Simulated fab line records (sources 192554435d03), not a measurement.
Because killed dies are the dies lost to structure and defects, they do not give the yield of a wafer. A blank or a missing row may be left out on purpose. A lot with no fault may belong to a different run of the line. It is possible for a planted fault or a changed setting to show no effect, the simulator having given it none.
Split-lot trial ; flow n5Finfet ; route with 1938 steps; 7 lots, 21 wafers read

THE SPLIT
At N5_MOL_CONTACT_COAG_ALD_133 (deposits SiO2, target thk 5 nm, pulse time 1 s, co reactant pulse time 1 s), the setting aldCycles was moved away from the recipe's 35 on 7 of the 21 wafers read, by -11.4% to +14.3%. For the rest of the wafers, this setting stayed at what the recipe calls for.

The reading is taken at the split's own step.

THE READING
SiO2_of_MOL_CONTACT_COAG_ALD_133.thkNm (the simulator's own value, which no gauge read), in nm, at N5_MOL_CONTACT_COAG_ALD_133 (deposits SiO2, target thk 5 nm, pulse time 1 s, co reactant pulse time 1 s). The file gives no usual value for it.

wafer;tool, chamber at the split;aldCycles as run;against the recipe;SiO2_of_MOL_CONTACT_COAG_ALD_133.thkNm, nm;against lot-mates on the recipe
L074.3;aldSin-02, 2;35;recipe;5;-
L074.6;aldSin-02, 2;35;recipe;5;-
L074.4;aldSin-02, 3;31;-11.4%;4.4;-0.6
L076.3;aldSin-02, 2,1;37;+5.7%;5.2;+0.2
L076.6;aldSin-02, 2,1;37;+5.7%;5.2;+0.2
L076.4;aldSin-02, 3;35;recipe;5;-
L081.2;aldSin-03, 1,2,3;35;recipe;5;-
L081.3;aldSin-03, 1,2,3;35;recipe;5;-
L081.4;aldSin-03, 1,2,3;35;recipe;5;-
L084.3;aldSin-02, 1,2;35;recipe;5;-
L084.4;aldSin-02, 1,2;35;recipe;5;-
L084.5;aldSin-02, 2;38;+8.6%;5.4;+0.4
L094.4;aldSin-01, 3;40;+14.3%;5.8;+0.8
L094.5;aldSin-01, 1;35;recipe;5;-
L094.6;aldSin-01, 2;40;+14.3%;5.6;+0.6
L095.1;aldSin-01, 3,2,2;35;recipe;5;-
L095.4;aldSin-01, 3,2,2;35;recipe;5;-
L095.5;aldSin-01, 3,2,2;35;recipe;5;-
L096.4;aldSin-02, 0,2;35;recipe;5;-
L096.6;aldSin-02, 0,2;35;recipe;5;-
L096.5;aldSin-02, 1;38;+8.6%;5.4;+0.4
Rows listing several chambers each stand for several wafers; the file does not say which wafer went through which chamber.

FIT RESULTS
A straight line over all 21 wafers: SiO2_of_MOL_CONTACT_COAG_ALD_133.thkNm changes by +0.0486 nm for each +1% of aldCycles; r = +0.99; the points scatter about the line by 0.041 nm.
The same after taking each lot's own level away (the mean of its wafers on the recipe; 21 wafers): +0.0486 nm for each +1%; r = +0.99; scatter 0.041 nm.
That fit puts the effect of the largest move of aldCycles on the reading at 0.69 nm.
The lots' own levels span 5.00 to 5.00 nm.
The two slopes agree, so the slope changes little with the lot-to-lot level.
Check: +0.64 nm against its lot-mates is what the line predicts for one of the wafers moved furthest among these (+14.3%) when that wafer is left out of the fit. Against them it came out at +0.8 nm.

OTHER SPLITS APPLIED TO THESE WAFERS
Before the reading, these wafers also passed through other splits. Each is held against what the fit with the lots' levels taken away leaves over:
other split on the same wafers;wafers away from the commonest value;r with SiO2_of_MOL_CONTACT_COAG_ALD_133.thkNm (lot level and that fit taken away)
N5_SD_ACTIVATION_LSA_01 tempC;4;-0.04
N5_ILD0_CMP_03 downForcePsi;7;-0.15
N5_HKMG_FIN_HK_ALD_01 aldCycles;6;+0.10
N5_HKMG_FIN_COAT_43 spinRpm;8;-0.43
N5_GATE_CUT_COAT_27 spinRpm;4;-0.08
N5_MOL_CONTACT_COAG_ETCH_105 biasW;5;+0.34
N5_MOL_CONTACT_COAG_ETCH_15 sourceW;9;-0.08

FILE'S OWN FIT
SiO2_of_MOL_CONTACT_COAG_ALD_133.thkNm changes by +0.0483 nm for each +1% of aldCycles, r = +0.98.
